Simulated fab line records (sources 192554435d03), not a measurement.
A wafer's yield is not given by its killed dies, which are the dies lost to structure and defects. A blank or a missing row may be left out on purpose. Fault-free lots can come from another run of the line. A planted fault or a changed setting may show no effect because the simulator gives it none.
Matching of chambers    flow n5Finfet    N5_BEOL_M0_SAQP_ETCH_106 on rieDiel-03: 4 sister chambers
The step etches SOC in N2/H2, stops on SiNx, target depth 150 nm. 30 wafers are shown with their chamber, then 12 later ones without.

WAFERS WITH THEIR CHAMBER
wafer   chamber  drypumpMotorCurrentA (A)  showerheadPlenumPTorr (Torr)  throttleValvePct (%)
L074.2  0        6.40                      2.48                          17.96
L074.3  1        5.93                      2.57                          17.90
L074.5  3        5.71                      2.45                          18.05
L077.3  2        6.07                      2.43                          17.71
L077.4  3        5.70                      2.45                          18.07
L077.5  1        5.99                      2.57                          17.92
L078.1  1        5.99                      2.57                          17.92
L078.2  3        5.71                      2.45                          18.06
L078.3  2        6.05                      2.43                          17.71
L078.4  3        5.72                      2.45                          18.05
L078.5  2        6.04                      2.43                          17.72
L078.6  1        5.96                      2.57                          17.91
L080.1  3        5.71                      2.45                          18.09
L080.2  1        6.00                      2.57                          17.91
L080.6  3        5.70                      2.45                          18.10
L081.1  3        5.70                      2.45                          18.10
L081.4  1        5.98                      2.56                          17.92
L081.6  2        6.09                      2.42                          17.72
L084.1  2        6.08                      2.42                          17.74
L084.2  1        5.92                      2.56                          17.92
L084.3  3        5.71                      2.44                          18.07
L084.4  0        6.45                      2.48                          17.56
L084.5  1        5.96                      2.56                          17.93
L084.6  2        6.07                      2.42                          17.76
L088.1  0        6.42                      2.48                          17.56
L088.2  3        5.70                      2.44                          18.10
L088.3  2        6.05                      2.42                          17.74
L088.4  1        5.98                      2.56                          17.96
L088.5  3        5.69                      2.44                          18.10
L088.6  0        6.42                      2.48                          17.56

SIGNATURES (means of the wafers above)
reading                chamber 0  chamber 1  chamber 2  chamber 3  scatter within a chamber
drypumpMotorCurrentA   6.4225     5.9678     6.0643     5.7050     0.0197
showerheadPlenumPTorr  2.4800     2.5656     2.4243     2.4470     0.00482
throttleValvePct       17.6600    17.9211    17.7286    18.0790    0.0703
Rule: a wafer's distance from a chamber is the root of the sum, over the readings, of the square of ((its reading less the chamber's mean) divided by the reading's scatter). If the next closest chamber is less than 2 further off than the closest, the wafer can't be placed; otherwise it belongs to the closest. How the scatter is found: for the shown wafers, subtract from each reading the mean of its chamber, square and add these, divide the total by (wafers less chambers), then take the root.

WAFERS WITHOUT THEIR CHAMBER
wafer   drypumpMotorCurrentA (A)  showerheadPlenumPTorr (Torr)  throttleValvePct (%)
L092.1  6.41                      2.47                          17.57
L092.3  6.00                      2.56                          17.96
L092.4  6.41                      2.47                          17.59
L093.1  5.71                      2.44                          18.12
L093.2  6.06                      2.41                          17.76
L093.5  6.42                      2.47                          17.59
L096.3  5.71                      2.44                          18.13
L096.5  6.08                      2.41                          17.79
L096.6  5.99                      2.55                          17.99
L097.2  6.40                      2.47                          17.59
L097.3  6.05                      2.41                          17.79
L097.5  6.04                      2.41                          17.79

THE CHAMBER EACH PASSED THROUGH
wafer   from the rows above  in truth
L092.1  0                    0
L092.3  1                    1
L092.4  0                    0
L093.1  3                    3
L093.2  2                    2
L093.5  0                    0
L096.3  3                    3
L096.5  2                    2
L096.6  1                    1
L097.2  0                    0
L097.3  2                    2
L097.5  2                    2
Placed correctly: 12 of 12. Not placeable from these rows: 0. Wrongly placed: 0.
